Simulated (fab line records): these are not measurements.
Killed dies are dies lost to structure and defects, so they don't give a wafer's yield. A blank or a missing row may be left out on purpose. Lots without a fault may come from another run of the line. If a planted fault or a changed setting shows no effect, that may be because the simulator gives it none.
fab line records	flow n5-finfet
record lots=12	wafers=33	last-day=19
route steps=1938 shown BEOL_M15@1819 PAD_METAL@1896 PASSIVATION@1910
lots untouched by any fault: they come from a run of this same line in which no faults occurred
start-h: hours from the record's opening day to when the first of the lot's shown wafers began	wait-h: time in hours since the lot's previous step	" repeats the value in the row above	L1.1+2: several wafers, shown together as one row	- no value present, or no start provided	* or withheld: withheld	< > ~ a bound
route shown NAME@n: a module of which the file shows steps, and the number in the route of the first	usual: the fault-free wafers' mean and standard deviation	same: alike in all rows	chamber/n: place in a boat	sites: each site's reading	_std_site: the standard deviation of these	_edge_site: mean of outer sites minus mean of inner sites	radius-mm: for every site, how far away it sits from the centre of the wafer	mask NAME#n: copy n	behind: the tool/chamber that last shaped the wafer	hold: why the lot went on hold/how many hours it stayed there/how the hold came to an end	device: which transistor (n, p or np) failed to switch	end of line: tests run on the same wafers once the route is complete	for a step that has no rows: nothing shown but its recipe	killed: dies that structure and defects cost at the first sort, which is not the same as the wafer's yield	map: the dies of a wafer, with x for killed, . for not killed, _ for no die there
set.NAME: the run value of the setting; set.NAME@STEP: its run value at that earlier step	model.NAME: the simulator's own value behind a step, which no gauge read
the route's steps for a sample of lots (tables are steps, rows are wafers)
services: from which hour (start-h, from the record's first day; less than 0 if before it) a tool's chamber was out of use, for how many hours, and why
## steps
# step N5_BEOL_M15_SPUTTER_43
# recipe material=TaN	target-thk-a=150	temp-c=50	bias-v=168.6	power-w=15000	chamber-pressure-pa=0.12	time-s=24.19
# usual substrate-temp-c=49.98/0.11	throttle-valve-pct=30.1/0.88
lot.wafer	tool	chamber	start-h	wait-h	substrate-temp-c	throttle-valve-pct
L461.2	pvd-sputter-01	-	266.70	0.0	49.92	31.0
L461.3	"	-	"	"	49.96	30.5
L461.5	"	-	"	"	49.85	30.7
L463.1	pvd-sputter-02	-	279.65	0.0	49.93	30.6
L463.2	"	-	"	"	49.92	31.2
L463.6	"	-	"	"	49.96	31.2
L462.3	pvd-sputter-03	-	281.71	0.0	50.11	30.4
L462.4	"	-	"	"	50.02	30.3
L462.6	"	-	"	"	50.12	30.7
L465.1	pvd-sputter-02	-	284.85	0.0	49.91	30.3
L465.4	"	-	"	"	49.91	30.1
L464.3	pvd-sputter-01	-	286.25	0.0	49.84	28.6
L464.4	"	-	"	"	50.10	30.1
L464.5	"	-	"	"	49.83	28.1
L468.4	pvd-sputter-01	-	304.23	0.0	50.22	28.3
L468.6	"	-	"	"	50.01	31.0
L466.1	pvd-sputter-03	-	310.91	0.0	49.92	30.3
L466.6	"	-	"	"	50.16	31.1
L470.2	pvd-sputter-02	-	323.89	0.0	50.05	29.9
L470.3	"	-	"	"	50.10	28.4
L470.4	"	-	"	"	50.02	30.4
L471.4	pvd-sputter-01	-	331.28	0.0	49.99	29.8
L471.5	"	-	"	"	49.93	30.4
L471.6	"	-	"	"	49.96	31.0
L474.3	pvd-sputter-03	-	369.23	0.0	50.05	30.2
L474.4	"	-	"	"	49.82	31.1
L474.6	"	-	"	"	49.93	30.1
L478.4	pvd-sputter-03	-	382.98	0.0	49.84	30.7
L478.5	"	-	"	"	49.96	30.1
L478.6	"	-	"	"	50.05	30.4
L479.1	pvd-sputter-03	-	398.97	0.0	49.97	30.0
L479.3	"	-	"	"	50.06	30.2
L479.4	"	-	"	"	50.13	30.4
# step N5_PASSIVATION_AL_DEP_21
# recipe material=Al	target-thk-a=28000	temp-c=400	time-s=170	power-w=30000	chamber-pressure-pa=0.4	gas=Ar
# usual substrate-temp-c=399.99/0.23	throttle-valve-pct=30.1/0.92
lot.wafer	tool	chamber	start-h	wait-h	substrate-temp-c	throttle-valve-pct
L461.2	pvd-sputter-01	-	280.33	0.1	399.99	28.0
L461.3	"	-	"	"	399.41	29.9
L461.5	"	-	"	"	400.60	28.3
L463.1	pvd-sputter-02	-	289.81	0.1	399.66	31.0
L463.2	"	-	"	"	400.21	29.9
L463.6	"	-	"	"	399.87	31.2
L462.3	pvd-sputter-01	-	290.62	0.1	400.00	30.5
L462.4	"	-	"	"	399.96	30.1
L462.6	"	-	"	"	400.13	30.9
L465.1	pvd-sputter-03	-	294.13	0.1	400.21	30.4
L465.4	"	-	"	"	399.88	30.1
L464.3	pvd-sputter-02	-	294.60	0.1	399.80	29.9
L464.4	"	-	"	"	399.89	30.5
L464.5	"	-	"	"	400.14	30.5
L468.4	pvd-sputter-03	-	314.23	0.1	400.14	31.2
L468.6	"	-	"	"	400.28	31.2
L466.1	pvd-sputter-01	-	319.66	0.1	399.89	29.7
L466.6	"	-	"	"	399.83	30.1
L470.2	pvd-sputter-01	-	338.89	0.1	400.10	30.6
L470.3	"	-	"	"	399.92	31.0
L470.4	"	-	"	"	400.04	31.1
L471.4	pvd-sputter-03	-	347.71	0.1	400.07	30.4
L471.5	"	-	"	"	400.18	30.4
L471.6	"	-	"	"	399.85	30.0
L474.3	pvd-sputter-02	-	383.53	0.1	399.87	30.1
L474.4	"	-	"	"	399.82	30.4
L474.6	"	-	"	"	400.19	29.6
L478.4	pvd-sputter-01	-	397.34	0.1	400.10	30.5
L478.5	"	-	"	"	399.86	28.2
L478.6	"	-	"	"	400.28	30.4
L479.1	pvd-sputter-02	-	458.46	0.1	400.18	28.0
L479.3	"	-	"	"	399.81	31.1
L479.4	"	-	"	"	400.25	29.7
# step N5_PASSIVATION_ETCH_59
# recipe chemistry=Cl2/BCl3	target=TaN	target-depth-a=650	time-s=34.9	ion-energy-ev=100	pressure-mtorr=10	icp-w=900	bias-w=100	Cl2_flow_sccm=60	bcl3-flow-sccm=30
# usual drypump-motor-current-A=5.3/0.51	oes-product-au=0.76/0.063	throttle-valve-pct=21.21/0.14
lot.wafer	tool	chamber	start-h	wait-h	drypump-motor-current-A	oes-product-au	rf-hours-counter-h	throttle-valve-pct
L461.2	rie-metal-02	1	281.48	0.3	4.7	0.72	53	21.23
L461.3	"	0	"	"	5.8	0.91	-	21.04
L461.5	"	0	"	"	5.8	0.91	-	21.03
L463.1	rie-metal-03	1	291.08	0.3	4.9	0.72	54	21.40
L463.2	"	0	"	"	5.5	0.78	44	21.06
L463.6	"	1	"	"	4.9	0.73	-	21.38
L462.3	rie-metal-02	1	291.82	0.2	4.7	0.71	-	21.24
L462.4	"	0	"	"	5.8	0.91	-	21.04
L462.6	"	0	"	"	5.8	0.90	-	21.04
L465.1	rie-metal-03	0	295.18	0.3	5.5	0.78	44	21.07
L465.4	"	0	"	"	5.5	0.76	-	21.05
L464.3	rie-metal-02	1	295.75	0.2	4.7	0.71	-	21.25
L464.4	"	0	"	"	5.8	0.90	-	21.03
L464.5	"	0	"	"	5.8	0.90	-	21.03
L468.4	rie-metal-03	1	315.59	0.2	4.9	0.72	-	21.40
L468.6	"	1	"	"	4.9	0.71	-	21.41
L466.1	rie-metal-03	0	320.83	0.3	5.5	0.78	47	21.06
L466.6	"	0	"	"	5.5	0.77	-	21.06
L470.2	rie-metal-03	1	339.94	0.3	4.9	0.71	59	21.41
L470.3	"	0	"	"	5.5	0.78	-	21.08
L470.4	"	1	"	"	4.9	0.71	-	21.42
L471.4	rie-metal-03	0	348.82	0.2	5.5	0.77	-	21.06
L471.5	"	0	"	"	5.5	0.76	-	21.06
L471.6	"	1	"	"	4.9	0.71	-	21.43
L474.3	rie-metal-02	0	384.75	0.2	5.9	0.84	-	21.08
L474.4	"	1	"	"	4.7	0.70	-	21.24
L474.6	"	0	"	"	5.9	0.85	-	21.06
L478.4	rie-metal-03	1	398.42	0.2	4.9	0.70	-	21.44
L478.5	"	1	"	"	4.9	0.70	-	21.43
L478.6	"	0	"	"	5.5	0.73	-	21.12
L479.1	rie-metal-01	1	459.93	0.7	4.8	0.75	55	21.22
L479.3	"	1	"	"	4.9	0.76	-	21.23
L479.4	"	1	"	"	4.9	0.77	-	21.21
# step N5_PASSIVATION_STRIP_48
# recipe chemistry=O2	power-w=600	temp-c=60	pressure-mtorr=30	rf-frequency-hz=6e+07	bias-power-w=0	overash-fraction=0.5	o2-flow-sccm=225
# usual drypump-motor-current-A=5.6/0.42	oes-product-au=0.75/0.049	rf-vpp-V=3.3/2.3	showerhead-plenum-p-Torr=2.07/0.07	throttle-valve-pct=16.73/0.18
# same overash-fraction=0.5
lot.wafer	tool	chamber	start-h	wait-h	drypump-motor-current-A	oes-product-au	rf-hours-counter-h	rf-vpp-V	showerhead-plenum-p-Torr	throttle-valve-pct
L461.2	rie-diel-01	3	283.48	0.1	5.4	0.74	167	3.7	2.01	16.85
L461.3	"	0	"	"	6.2	0.73	164	3.0	2.02	16.95
L461.5	"	0	"	"	6.2	0.74	-	7.8	2.02	16.89
L463.1	rie-diel-02	0	292.88	0.1	6.1	0.74	161	8.7	1.98	16.63
L463.2	"	1	"	"	5.2	0.73	165	2.2	2.08	16.60
L463.6	"	2	"	"	5.8	0.74	-	6.5	2.15	16.46
L462.3	rie-diel-01	1	293.87	0.1	5.8	0.74	136	2.4	2.02	16.59
L462.4	"	2	"	"	5.6	0.78	129	3.3	2.11	16.68
L462.6	"	3	"	"	5.4	0.71	-	1.5	2.01	16.93
L465.1	rie-diel-02	0	297.01	0.1	6.2	0.75	163	2.9	1.98	16.74
L465.4	"	3	"	"	4.9	0.80	89	1.9	2.15	16.91
L464.3	rie-diel-01	3	297.59	0.1	5.4	0.73	172	2.3	2.01	16.87
L464.4	"	0	"	"	6.2	0.72	169	1.4	2.02	16.93
L464.5	"	1	"	"	5.8	0.74	-	8.3	2.02	16.55
L468.4	rie-diel-04	1	317.66	0.0	5.7	0.77	-	5.0	2.12	16.74
L468.6	"	2	"	"	4.7	0.87	-	2.9	2.11	16.74
L466.1	rie-diel-01	1	322.63	0.1	5.8	0.77	146	1.0	2.02	16.50
L466.6	"	0	"	"	6.3	0.72	-	0	2.02	16.91
L470.2	rie-diel-02	0	342.09	0.1	6.1	0.73	179	1.7	1.98	16.74
L470.3	"	3	"	"	4.9	0.78	104	5.4	2.14	16.93
L470.4	"	2	"	"	5.8	0.76	157	1.1	2.15	16.51
L471.4	rie-diel-01	3	351.16	0.1	5.4	0.71	189	3.6	2.00	16.99
L471.5	"	0	"	"	6.2	0.76	-	5.6	2.02	16.95
L471.6	"	3	"	"	5.4	0.72	-	4.2	2.00	17.08
L474.3	rie-diel-02	3	386.75	0.1	4.8	0.80	114	9.9	2.14	16.93
L474.4	"	2	"	"	5.8	0.72	174	7.8	2.15	16.50
L474.6	"	0	"	"	6.1	0.71	-	4.9	1.97	16.66
L478.4	rie-diel-04	1	400.22	0.1	5.8	0.74	191	1.0	2.11	16.86
L478.5	"	0	"	"	5.7	0.84	-	3.4	2.23	16.53
L478.6	"	3	"	"	5.6	0.90	-	3.5	2.14	16.40
L479.1	rie-diel-04	2	461.87	0.1	4.8	0.78	121	7.8	2.10	16.78
L479.3	"	0	"	"	5.6	0.82	91	4.0	2.22	16.58
L479.4	"	3	"	"	5.7	0.85	45	0.3	2.14	16.50
# step N5_PASSIVATION_PROBE_49
# usual defect-limited-yield=91.1/1.4	killed_at_M0_to_M3=34/11	killed_at_M4_up=14/5.6	killed-at-contacts=13/5.9	killed-at-front-end=40/11	killed-at-other=4/3.1	killed-dies=105/16	killed-on-rim=14/4.2	killed-open=68/11	killed-short=34/8.4	sort_bin_5_function=5.2/0.86	sort_bin_6_memory=3.2/0.7	sort_bin_8_speed=0.1/1.1	sort-n-pass=1074/21	sort-yield-pct=91.0/1.8
# same gross-dies=1180	killed-at-back-side=0	sort_bin_4_leakage[%]=0
lot.wafer	tool	chamber	start-h	wait-h	defect-limited-yield[%]	killed_at_M0_to_M3	killed_at_M4_up	killed-at-contacts	killed-at-front-end	killed-at-other	killed-dies	killed-on-rim	killed-open	killed-short	sort_bin_5_function[%]	sort_bin_6_memory[%]	sort_bin_8_speed[%]	sort-n-pass	sort-yield-pct[%]
L465.1	prober-02	-	299.52	0.0	92.4	14	23	26	27	0	90	12	62	26	4.1	3.3	0.2	1088	92.2
L465.4	prober-02	-	299.67	0.2	90.2	41	13	21	40	1	116	21	65	47	5.8	3.1	0	1064	90.2
L471.4	prober-01	-	353.80	0.2	91.4	24	13	24	38	2	101	11	70	29	5.2	3.1	0	1079	91.4
L471.5	prober-01	-	353.85	0.2	90.7	26	8	33	41	2	110	13	72	38	5.4	3.6	0	1070	90.7
L471.6	prober-01	-	353.90	0.3	91.1	33	6	14	48	4	105	14	66	37	5.3	3.5	0	1075	91.1
L478.4	prober-01	-	402.88	0.2	82.5	24	149	12	22	0	207	26	45	26	10.2	3.0	0	973	82.5
L478.5	prober-01	-	402.93	0.2	82.2	34	121	9	43	3	210	27	73	33	10.9	4.1	0	970	82.2
L478.6	prober-01	-	402.98	0.3	77.7	17	175	13	53	5	263	17	74	33	12.8	4.7	0	917	77.7
L479.1	prober-02	-	464.38	0.0	79.5	38	158	12	26	8	242	28	66	31	12.6	3.4	0	938	79.5
L479.3	prober-02	-	464.48	0.1	79.5	21	169	13	35	4	242	18	64	25	12.2	3.6	0	938	79.5
L479.4	prober-02	-	464.53	0.2	82.0	40	129	3	36	4	212	37	65	34	10.1	4.2	0	968	82.0
# killed by level:class
L465.1 MOL_CONTACT_COAG:geometric-particle:open=19 FIN_SAQP:geometric-particle:open=9 BEOL_M4:geometric-particle:open=9 FIN_SAQP:geometric-particle:short=7 MOL_CONTACT_COAG:geometric-particle:short=7 DUMMY_GATE:geometric-particle:open=4 BEOL_M8:geometric-particle:open=4 STI_FIN_REVEAL:geometric-particle:open=3
L465.4 MOL_CONTACT_COAG:geometric-particle:open=15 FIN_SAQP:geometric-particle:short=13 FIN_SAQP:geometric-particle:open=9 BEOL_M0_SAQP:geometric-particle:short=8 MOL_CONTACT_COAG:geometric-particle:short=6 BEOL_M1:geometric-particle:open=6 BEOL_M3:geometric-particle:open=6 BEOL_M5:geometric-particle:open=6
L471.4 MOL_CONTACT_COAG:geometric-particle:open=21 FIN_SAQP:geometric-particle:open=11 BEOL_M0_SAQP:geometric-particle:short=10 BEOL_M0_SAQP:geometric-particle:open=6 BEOL_M3:geometric-particle:open=6 BEOL_M4:geometric-particle:open=6 STI_FIN_REVEAL:geometric-particle:open=5 STARTING-WAFER:geometric-particle:open=5
L471.5 MOL_CONTACT_COAG:geometric-particle:open=25 STI_FIN_REVEAL:geometric-particle:open=13 BEOL_M0_SAQP:geometric-particle:short=9 MOL_CONTACT_COAG:geometric-particle:short=8 BEOL_M0_SAQP:geometric-particle:open=7 DUMMY_GATE:geometric-particle:open=6 FIN_SAQP:geometric-particle:open=5 FIN_SAQP:geometric-particle:short=5
L471.6 FIN_SAQP:geometric-particle:open=12 STI_FIN_REVEAL:geometric-particle:open=11 MOL_CONTACT_COAG:geometric-particle:open=11 BEOL_M0_SAQP:geometric-particle:short=9 BEOL_M0_SAQP:geometric-particle:open=7 FIN_SAQP:geometric-particle:short=6 STI_FIN_REVEAL:geometric-particle:short=6 BEOL_M3:geometric-particle:open=6
L478.4 BEOL_M15:unspecified=135 MOL_CONTACT_COAG:geometric-particle:open=10 BEOL_M0_SAQP:geometric-particle:short=7 BEOL_M0_SAQP:geometric-particle:open=5 FIN_SAQP:geometric-particle:short=4 STI_FIN_REVEAL:geometric-particle:open=4 BEOL_M0:geometric-particle:open=4 BEOL_M4:geometric-particle:open=4
L478.5 BEOL_M15:unspecified=104 FIN_SAQP:geometric-particle:open=15 BEOL_M1:geometric-particle:open=14 MOL_CONTACT_COAG:geometric-particle:open=8 FIN_SAQP:geometric-particle:short=7 BEOL_M0_SAQP:geometric-particle:open=7 STI_FIN_REVEAL:geometric-particle:open=6 BEOL_M1:geometric-particle:short=6
L478.6 BEOL_M15:unspecified=150 STI_FIN_REVEAL:geometric-particle:open=12 MOL_CONTACT_COAG:geometric-particle:open=10 BEOL_M4:geometric-particle:open=10 FIN_SAQP:geometric-particle:open=9 BEOL_M5:geometric-particle:open=9 FIN_SAQP:geometric-particle:short=8 HKMG_FIN:area-etch=6
L479.1 BEOL_M15:unspecified=144 BEOL_M2:geometric-particle:open=15 MOL_CONTACT_COAG:geometric-particle:open=8 GATE_CUT:geometric-particle:short=7 BEOL_M2:geometric-particle:short=7 BEOL_M1:geometric-particle:open=6 BEOL_M4:geometric-particle:open=5 MIM_TOP:geometric-particle:open=5
L479.3 BEOL_M15:unspecified=153 MOL_CONTACT_COAG:geometric-particle:open=12 BEOL_M4:geometric-particle:open=12 BEOL_M3:geometric-particle:open=8 STI_FIN_REVEAL:geometric-particle:open=6 FIN_SAQP:geometric-particle:open=5 FIN_SAQP:geometric-particle:short=5 BEOL_M0_SAQP:geometric-particle:open=5
L479.4 BEOL_M15:unspecified=113 BEOL_M2:geometric-particle:open=11 BEOL_M0_SAQP:geometric-particle:open=8 STI_FIN_REVEAL:geometric-particle:open=7 BEOL_M0_SAQP:geometric-particle:short=7 DUMMY_GATE:geometric-particle:open=6 FIN_SAQP:geometric-particle:short=5 FIN_SAQP:geometric-particle:open=5
## services
tool	chamber	start-h	hours	kind
rie-metal-03	-	246.78	0.1	repair
rie-diel-02	2	251.79	2.0	repair
rie-diel-02	0	254.07	3.1	repair
rie-metal-01	0	262.04	7.6	repair
rie-diel-04	1	304.65	10.7	repair
rie-diel-04	3	315.41	-	clean
rie-diel-04	3	315.41	-	consumable-replace:focus-ring
rie-diel-04	3	315.41	16.5	scheduled-down
rie-diel-04	3	315.41	16.5	vent-cycle
rie-diel-02	-	322.87	0.1	repair
rie-metal-03	-	343.60	1.9	repair
rie-diel-04	-	344.56	3.4	repair
rie-diel-02	3	357.61	11.6	repair
rie-diel-04	0	361.76	5.4	repair
rie-diel-04	2	370.83	6.1	repair
pvd-sputter-02	-	395.62	10.8	repair
rie-diel-02	2	402.16	18.0	repair
pvd-sputter-02	-	412.18	8.4	repair
pvd-sputter-03	-	416.51	1.7	repair
rie-metal-01	0	445.93	-	clean
rie-metal-01	0	445.93	15.4	scheduled-down
rie-metal-01	0	445.93	15.4	vent-cycle
## key
first-sign step=N5_PASSIVATION_PROBE_49	reading=killed_at_M4_up	direction=up	sigmas=24	usual=14	struck=150
effect step=N5_PASSIVATION_PROBE_49	reading=defect-limited-yield	direction=down	sigmas=7.6	usual=91.1	struck=80.6
more-kills-born-at N5_BEOL_M15_SPUTTER_43@pvd-sputter-03=799
met-at N5_BEOL_M15_SPUTTER_43
struck-lots L478,L479
not-acting-at N5_PASSIVATION_AL_DEP_21,N5_PASSIVATION_ETCH_59,N5_PASSIVATION_STRIP_48
onset-between 369.23 382.98
also-fits time
fault kind=chamber-particle-source	tool=pvd-sputter-03	chamber=-	onset-h=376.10	steps=N5_BEOL_M15_SPUTTER_43	rate-per-visit-cm2=1.8676	end-h=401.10
